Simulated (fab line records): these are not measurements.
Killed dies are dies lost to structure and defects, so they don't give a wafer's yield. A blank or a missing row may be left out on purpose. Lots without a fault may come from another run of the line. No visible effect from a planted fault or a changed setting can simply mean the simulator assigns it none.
One fault seen from 2 desks :: flow n5 finfet :: numbers are kept per desk, each desk with only its own; the story behind them comes last

## METROLOGY DESK
Means of the sampled wafers that have a number, per lot and without regard to the tool the lot ran on: this is what the gauges read. If a lot's mean is further than 4 standard deviations from the usual mean, the lot is out of limits and carries the mark OUT (the distance appears in the brackets).
Columns: A = cd nm at N5_BEOL_M13_CD_MEAS_17, usual 191.2 nm; B = M13_OVL at N5_BEOL_M13_OVL_MEAS_29, usual 0 nm; C = M14_ILD_THK at N5_BEOL_M14_THK_MEAS_01, usual 1112 nm
lot: L781
first seen here: day 10 08:24
A: 189.6
B: 3
C: 1118

lot: L782
first seen here: day 11 03:06
A: 191.8
B: 1
C: 1112

lot: L789
first seen here: day 12 23:16
A: 190.9
B: -2
C: 1156

lot: L796
first seen here: day 14 14:25
A: 191.7
B: -1
C: 1129

lot: L798
first seen here: day 15 07:51
A: 193.0
B: -2
C: 1117

lot: L799
first seen here: day 15 08:14
A: 190.8
B: -2
C: 1129

lot: L801
first seen here: day 15 15:47
A: 191.6
B: 3
C: 1109

lot: L800
first seen here: day 15 16:12
A: 191.9
B: -5
C: 1107

lot: L802
first seen here: day 16 01:56
A: 189.4
B: -1
C: 1104

lot: L803
first seen here: day 16 12:01
A: 191.1
B: 5
C: 1118

lot: L804
first seen here: day 16 12:23
A: 189.5
B: -5
C: 1129
This desk found nothing out of limits on any of the 11 lots.

## THE TOOL OWNER'S DESK: pecvd-01
The tool's own readings at N5_BEOL_M14_ILD_DEP_00 (deposits SiO2 from TEOS/O2, target thk 1119.3 nm, time 237.4 s): means of the sampled wafers that have a number, for each lot that ran on this tool. If a lot's mean is further than 4 standard deviations from the usual mean, the lot is out of limits and carries the mark OUT (the distance appears in the brackets).
Columns: A = chamber pressure Torr at N5_BEOL_M14_ILD_DEP_00, usual 6.500 Torr; B = heater power w at N5_BEOL_M14_ILD_DEP_00, usual 554 W; C = run length s at N5_BEOL_M14_ILD_DEP_00, usual 280.2 s; D = showerhead plenum p Torr at N5_BEOL_M14_ILD_DEP_00, usual 8.375 Torr; E = throttle valve pct at N5_BEOL_M14_ILD_DEP_00, usual 19.0 %
lot: L782
first seen here: day 11 09:16
A: 6.489
B: 529
C: 280.1
D: 8.411
E: 19.5

lot: L789
first seen here: day 13 04:03
A: 6.495
B: 488
C: 294.9 (+26) OUT
D: 8.377
E: 19.1

lot: L802
first seen here: day 16 04:43
A: 6.514
B: 627
C: 280.0
D: 8.426
E: 19.9
Finding of this desk: L789 out of limits; the first was L789 at day 13 04:03, on run length s at N5_BEOL_M14_ILD_DEP_00. L782, L802: within limits.

## PUT TOGETHER
The tool owner's desk had the chance to raise an alarm at day 13 04:03 on L789.
The metrology desk saw nothing out of limits.
The metrology desk has L789 on record, within its limits.
Of the lots named, all ran N5_BEOL_M14_ILD_DEP_00 on pecvd-01.

## WHAT THE SIMULATOR HAD PUT IN
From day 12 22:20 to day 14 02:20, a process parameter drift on pecvd-01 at N5_BEOL_M14_ILD_DEP_00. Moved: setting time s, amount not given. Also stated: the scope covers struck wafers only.
Lots struck among those shown: L789.
Hours from the fault's start to each desk's first reading out of limits: the tool owner's desk, 6.
